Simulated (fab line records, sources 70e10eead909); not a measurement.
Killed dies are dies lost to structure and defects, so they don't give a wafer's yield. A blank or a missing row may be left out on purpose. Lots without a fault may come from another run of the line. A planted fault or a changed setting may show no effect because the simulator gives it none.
A struck lot beside a sound one | flow nand_harc | 17 steps out of a route of 1302
Sound: wafers L951.2, L951.3, L951.6. Struck: wafers L958.1, L958.4, L958.5. The cause comes at the end.
At each step with rows: each side's tool, then ch and its chambers, then its first start. Under that, the readings that differ: sound wafers | struck wafers | difference of the means | sigmas: that difference in standard deviations of wafers without a fault.
alike: readings whose means differ by less than 2 such deviations, and words and numbers that are the same on both sides. not compared: withheld readings, readings that some wafer has no value for, bounds like >300 that may hide the same value, and numbers for which the record gives no deviation and whose values overlap.
The two part at a step that has a row with sigmas, a row that says differs or no value, or rows on one side only. Numbers that don't overlap but have no deviation are shown without sigmas and don't part them. A reading that every wafer of one side lacks parts them only if that side has two wafers or more.

NHARC_A_STAIRCASE_CMP_472: polishes SiO2.
  sound on cmp-04 ch 0,1,2, day 19 06:07; struck on cmp-01 ch 0,2, day 21 07:25
  alike: motor_current_A, retaining_ring_pressure_frac
then, 1 step without rows for these wafers: NHARC_A_STAIRCASE_SRD_474.
NHARC_A_STAIRCASE_INSPECT_155:
  sound on defect_inspect-02, day 19 06:28; struck on defect_inspect-01, day 21 07:44
  alike: raw_defect_count
NHARC_A_SGD_CUT_DEP_00: deposits SiNx, target thk 50 nm.
  sound on pecvd-01 ch 0,2, day 19 06:32; struck on pecvd-01 ch 0,2, day 21 07:52
  alike: heater_power_w
then, 7 steps without rows for these wafers: NHARC_A_SGD_CUT_DEHYDRATE_01 (time 120 s); NHARC_A_SGD_CUT_HMDS_02 (time 30 s); NHARC_A_SGD_CUT_COAT_56 (time 75 s); NHARC_A_SGD_CUT_COAT_57 (time 65 s); NHARC_A_SGD_CUT_COAT_03 (resist thk 90 nm); NHARC_A_SGD_CUT_SOFTBAKE_04 (time 55 s); NHARC_A_SGD_CUT_EBR_05.
NHARC_A_SGD_CUT_EXPOSE_06: exposes mask SGD.
  sound on arfi_scanner-02 ch 0, day 19 07:07; struck on arfi_scanner-02 ch 0, day 21 08:23
  reading              | sound             | struck            | difference | sigmas
  exposure_dose_mJ_cm2 | 85.76 85.81 85.70 | 89.06 89.14 88.99 | +3.31      | +39
  alike: mask
then, 2 steps without rows for these wafers: NHARC_A_SGD_CUT_PEB_07 (peb time 65 s); NHARC_A_SGD_CUT_DEVELOP_08 (develop time 35 s).
NHARC_A_SGD_CUT_CD_MEAS_09: target cd 100 nm.
  sound on cd_sem-02 ch 0, day 19 07:15; struck on cd_sem-01 ch 0, day 21 08:32
  reading    | sound             | struck            | difference | sigmas
  cd_nm (nm) | 100.3 100.6 100.0 | 102.7 101.4 103.1 | +2.1       | +4
NHARC_A_SGD_CUT_OVL_MEAS_10:
  sound on overlay-01, day 19 07:20; struck on overlay-01, day 21 08:37
  reading           | sound          | struck         | difference | sigmas
  overlay_x_nm (nm) | 1.5 1.7 1.1    | -0.6 -0.3 -0.5 | -1.9       | -2
  overlay_y_nm (nm) | -0.4 -0.1 -0.7 | 0.9 0.9 1.6    | +1.5       | +2
-- the record jumps here: 5 days lie between the struck wafers' starts before and after (it left off in module A_SGD_CUT and takes up again in module END, whose first step shown is number 1302 of the route) --
NHARC_END_SORT_01:
  the record has rows for the struck wafers here (prober-02 ch 0, day 26 15:08) and none for the sound ones

WHERE THEY PART
First at NHARC_A_SGD_CUT_EXPOSE_06; last, within this record, at NHARC_END_SORT_01.

WHY: what the simulator had put in
Process parameter drift: arfi_scanner-02, from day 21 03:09 on, at NHARC_A_SGD_CUT_EXPOSE_06. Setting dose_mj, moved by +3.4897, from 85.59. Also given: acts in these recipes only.
